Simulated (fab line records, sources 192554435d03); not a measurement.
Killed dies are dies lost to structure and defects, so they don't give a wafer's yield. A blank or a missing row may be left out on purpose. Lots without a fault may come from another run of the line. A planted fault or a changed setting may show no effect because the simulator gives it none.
Chamber matching | flow n5_finfet | N5_BEOL_M3_PRE_CLEAN_60 on cvd_co-01: 3 sister chambers
The step time 15 s. 6 wafers are shown with their chamber, then 7 later ones without.

WAFERS WITH THEIR CHAMBER
wafer  | chamber | heater_power_outer_w (W) | heater_power_w (W)
L427.3 | 1       | 22                       | 81
L437.1 | 0       | 5                        | 53
L437.3 | 2       | 22                       | 82
L437.4 | 0       | 5                        | 53
L439.2 | 1       | 23                       | 81
L439.4 | 2       | 21                       | 80

WAFERS WITHOUT THEIR CHAMBER
wafer  | heater_power_outer_w (W) | heater_power_w (W)
L439.5 | 5                        | 53
L440.1 | 21                       | 82
L440.4 | 21                       | 83
L440.6 | 5                        | 53
L446.2 | 5                        | 55
L446.3 | 6                        | 53
L446.4 | 21                       | 82

WHICH CHAMBER EACH WENT THROUGH
wafer  | from the rows above     | in truth
L439.5 | 0                       | 0
L440.1 | can't be placed: 2 or 1 | 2
L440.4 | can't be placed: 2 or 1 | 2
L440.6 | 0                       | 0
L446.2 | 0                       | 0
L446.3 | 0                       | 0
L446.4 | can't be placed: 2 or 1 | 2
Placed correctly: 4 of 7. Can't be placed from these rows: 3 (the true chamber is among the candidates in 3). Placed wrongly: 0.
How it was worked out, from the rows above alone: a wafer's distance from a chamber is the root of the sum, over the readings, of the square of ((its reading less the chamber's mean) divided by the reading's scatter). The wafer belongs to the nearest chamber; if the next one is less than 2 further off, it can't be placed. A chamber's mean is the mean of its shown wafers. The scatter: the root of (the sum of the squares of (reading less its chamber's mean) over the shown wafers, divided by (wafers less chambers)).
